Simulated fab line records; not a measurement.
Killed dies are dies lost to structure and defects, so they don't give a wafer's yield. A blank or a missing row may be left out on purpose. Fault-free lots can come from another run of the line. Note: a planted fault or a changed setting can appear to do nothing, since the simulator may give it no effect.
Split-lot study | flow n5Finfet | route with 1938 steps; 7 lots, 21 wafers read

== ON THE SPLIT ==
At N5_BEOL_M14_ILD_DEP_00 (deposits SiO2 from TEOS/O2, target thk 1119.3 nm, time 237.4 s), the setting timeS was moved away from the recipe's 237.4 s on 7 of the 21 wafers read, by -13.7% to +13.2%. For the rest of the wafers, this setting stayed at what the recipe calls for.

No step appears in the file between the split and the reading.

== THE READING ==
At N5_BEOL_M14_THK_MEAS_01: M14_ILD_THK, given in nm. A value of 1120 nm with a standard deviation of 16 nm is what fault-free wafers of this fab line usually give.

wafer  | tool, chamber at the split | timeS as run, s | against the recipe | M14_ILD_THK, nm | against lot-mates on the recipe
L084.3 | pecvd-02, 0                | 237.4           | recipe             | 1144            | -
L084.4 | pecvd-02, 0                | 267.3           | +12.6%             | 1285            | +142
L084.5 | pecvd-02, 0                | 237.4           | recipe             | 1143            | -
L090.1 | pecvd-04, 0                | 237.4           | recipe             | 1117            | -
L090.2 | pecvd-04, 1                | 268.7           | +13.2%             | 1249            | +132
L090.5 | pecvd-04, 2                | 268.7           | +13.2%             | 1283            | +166
L087.1 | pecvd-04, 0                | 237.4           | recipe             | 1118            | -
L087.5 | pecvd-04, 1                | 237.4           | recipe             | 1109            | -
L087.6 | pecvd-04, 0                | 237.4           | recipe             | 1135            | -
L088.1 | pecvd-03, 0                | 212.7           | -10.4%             | 993             | -121
L088.4 | pecvd-03, 2                | 237.4           | recipe             | 1105            | -
L088.5 | pecvd-03, 0                | 237.4           | recipe             | 1123            | -
L096.3 | pecvd-04, 1                | 237.4           | recipe             | 1131            | -
L096.5 | pecvd-04, 0                | 237.4           | recipe             | 1130            | -
L096.6 | pecvd-04, 1                | 237.4           | recipe             | 1119            | -
L093.2 | pecvd-03, 2                | 255             | +7.4%              | 1183            | +59
L093.4 | pecvd-03, 2                | 255             | +7.4%              | 1200            | +76
L093.5 | pecvd-03, 0                | 237.4           | recipe             | 1124            | -
L095.1 | pecvd-04, 0                | 237.4           | recipe             | 1122            | -
L095.2 | pecvd-04, 1                | 237.4           | recipe             | 1091            | -
L095.5 | pecvd-04, 1                | 204.8           | -13.7%             | 972             | -134

FIT RESULTS
A straight line over all 21 wafers: M14_ILD_THK changes by +11.3 nm for each +1% of timeS; r = +0.98; the points scatter about the line by 15 nm.
The same after taking each lot's own level away (the mean of its wafers on the recipe; 21 wafers): +10.8 nm for each +1%; r = +0.99; scatter 11 nm.
According to that fit, moving timeS by its largest amount changes the reading by 1.5e+02 nm.
Measured against the standard deviation above, the lots' own levels, which go from 1106.5 to 1143.5 nm, span 2.3 times it.
Consequently the slope shifts little with the lot-to-lot level, the two slopes agreeing.
Check: with one of the wafers moved furthest among these (-13.7%) left out of the fit, the line predicts -154 nm for it against its lot-mates. Against them it came out at -134 nm.

== THESE WAFERS: OTHER SPLITS ==
These wafers also went through other splits before the reading. Each is held against what the fit with the lots' levels taken away leaves over:
other split on the same wafers   | wafers away from the commonest value | r with M14_ILD_THK (lot level and that fit taken away)
N5_BEOL_M11_ILD_DEP_00 timeS     | 9                                    | +0.01
N5_BEOL_M11_COAT_59 spinRpm      | 7                                    | +0.13
N5_BEOL_M12_ETCH_68 timeS        | 9                                    | +0.37
N5_BEOL_M12_ETCH_38 timeS        | 9                                    | +0.10
N5_BEOL_M13_TRENCH_ETCH_34 timeS | 7                                    | -0.03

== THE WHOLE CHAIN: every reading that the file lists as answering this split, in the file's order ==
step                    | what it does                                                   | reading                                                                            | change (the file's fit)              | r (the file's)
N5_BEOL_M14_ILD_DEP_00  | deposits SiO2 from TEOS/O2, target thk 1119.3 nm, time 237.4 s | SiO2_of_BEOL_M14_ILD_DEP_00.thkNm (the simulator's own value, which no gauge read) | +10.7 nm for each +1% of the setting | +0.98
N5_BEOL_M14_THK_MEAS_01 |                                                                | M14_ILD_THK                                                                        | +10.7 for each +1% of the setting    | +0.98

== FILE'S OWN FIT ==
M14_ILD_THK changes by +10.7 nm for each +1% of timeS, r = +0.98.
